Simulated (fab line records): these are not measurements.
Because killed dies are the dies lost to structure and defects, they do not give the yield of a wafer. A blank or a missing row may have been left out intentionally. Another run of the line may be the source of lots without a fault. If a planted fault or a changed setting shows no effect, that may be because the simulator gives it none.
Comparing a struck lot with a sound one :: flow n5-finfet :: 26 steps out of a route of 1938
Sound: the wafers L524.1, L524.2, L524.6. Struck: wafers L517.1, L517.2, L517.5. The cause comes at the end.
Each step with rows lists, per side, the tool, then ch with its chambers, then its first start. Under that, the readings that differ: sound wafers :: struck wafers :: difference of the means :: sigmas: that difference in standard deviations of wafers without a fault.
alike: words and numbers the same on both sides, and readings whose means are apart by under 2 such deviations; not compared: readings that were withheld, readings missing a value for some wafer, numbers with overlapping values and no deviation given by the record, and bounds like >300 which may hide the same value.
A row with sigmas, a row that says differs or no value, or rows on one side alone: a step with any of these is where the two part. Numbers that don't overlap but have no deviation are shown without sigmas and don't part them. Lack of a reading on every wafer of one side parts them only where that side has two or more wafers.

first, 10 steps without rows for these wafers: N5_FIN_SAQP_PRECLEAN_42 (cleans in O3/DIW, time 60 s); N5_FIN_SAQP_PRECLEAN_00 (cleans in SC1, time 60 s); N5_FIN_SAQP_PRECLEAN_44 (cleans in SC2, time 45 s); N5_FIN_SAQP_SRD_01 (time 30 s); N5_FIN_SAQP_ALD_61 (deposits SiO2, target thk 4 nm, pulse time 1 s, purge time 2 s); N5_FIN_SAQP_DENSIFY_62 (time 60 s); N5_FIN_SAQP_HM_DEP_03 (deposits SiNx from SiH4/NH3/N2, target thk 38 nm, time 33.6 s); N5_FIN_SAQP_PECVD_47 (deposits a-Si from SiH4/He, target thk 45 nm, time 36.3 s); N5_FIN_SAQP_PECVD_48 (deposits SiNx from SiH4/NH3/N2, target thk 25 nm, time 22.1 s); N5_FIN_SAQP_PECVD_06 (deposits a-Si from SiH4/He, target thk 60 nm, time 48.1 s).
N5_FIN_SAQP_HM_DEP_72: deposits SiO2 from SiH4/N2O, target thk 12 nm, time 7.2 s.
  sound on pecvd-04 ch 1,2, day 7 16:15; struck on pecvd-02 ch 0,1, day 5 21:14
reading: model.SiO2_of_FIN_SAQP_HM_DEP_72.thk-nm (nm)
sound: 12.01 11.91 11.97
struck: 17.34 17.25 17.6
difference: +5.43
sigmas: 
  alike: chamber-pressure-Torr, heater-power-w, showerhead-plenum-p-Torr, showerhead-vpp-V
then, 12 steps without rows for these wafers: N5_FIN_SAQP_COAT_49 (time 60 s, resist thk 100 nm); N5_FIN_SAQP_COAT_50 (time 60 s, resist thk 35 nm); N5_FIN_SAQP_COAT_10 (resist thk 90 nm); N5_FIN_SAQP_EBR_12; N5_FIN_SAQP_SOFTBAKE_11 (time 60 s); N5_FIN_SAQP_EXPOSE_13 (exposes mask FIN CORE, target cd 35.6 nm); N5_FIN_SAQP_PEB_14 (peb time 60 s); N5_FIN_SAQP_DEVELOP_15 (develop time 30 s); N5_FIN_SAQP_DESCUM_21 (chemistry O2, time 7.9 s); N5_FIN_SAQP_ETCH_51 (etches SiARC in CF4, target depth 45.5 nm, time 75.8 s); N5_FIN_SAQP_ETCH_52 (etches SOC in N2/H2, target depth 100 nm, overetch 20 nm, time 150 s); N5_FIN_SAQP_STRIP_53 (strips in N2/H2).
N5_FIN_SAQP_HM_OPEN_73: chemistry CHF3/O2, target SiO2, stops on a-Si, target depth 12 nm, time 16.8 s.
  sound on rie-diel-06 ch 2,3, day 7 17:01; struck on rie-diel-01 ch 0,1,3, day 5 21:52
reading: oes-product-au (a.u.)
sound: 0.46 0.42 0.43
struck: 0.59 0.66 0.52
difference: +0.15
sigmas: +4

reading: model.etch.depth-nm (nm)
sound: 12.01 11.91 11.97
struck: 17.34 17.25 17.6
difference: +5.43
sigmas: 
  alike: CHF3_flow_sccm, drypump-motor-current-A, oes_f_703_au, rf-vpp-V, showerhead-plenum-p-Torr, throttle-valve-pct
  not compared: rf-hours-counter-h
then, 2 steps without rows for these wafers: N5_FIN_SAQP_STRIP_74 (strips in CHF3/O2); N5_PASSIVATION_PROBE_49.

== WHERE THEY PART ==
At N5_FIN_SAQP_HM_OPEN_73 and nowhere else, as far as this record goes.

WHY: what had been put in by the simulator
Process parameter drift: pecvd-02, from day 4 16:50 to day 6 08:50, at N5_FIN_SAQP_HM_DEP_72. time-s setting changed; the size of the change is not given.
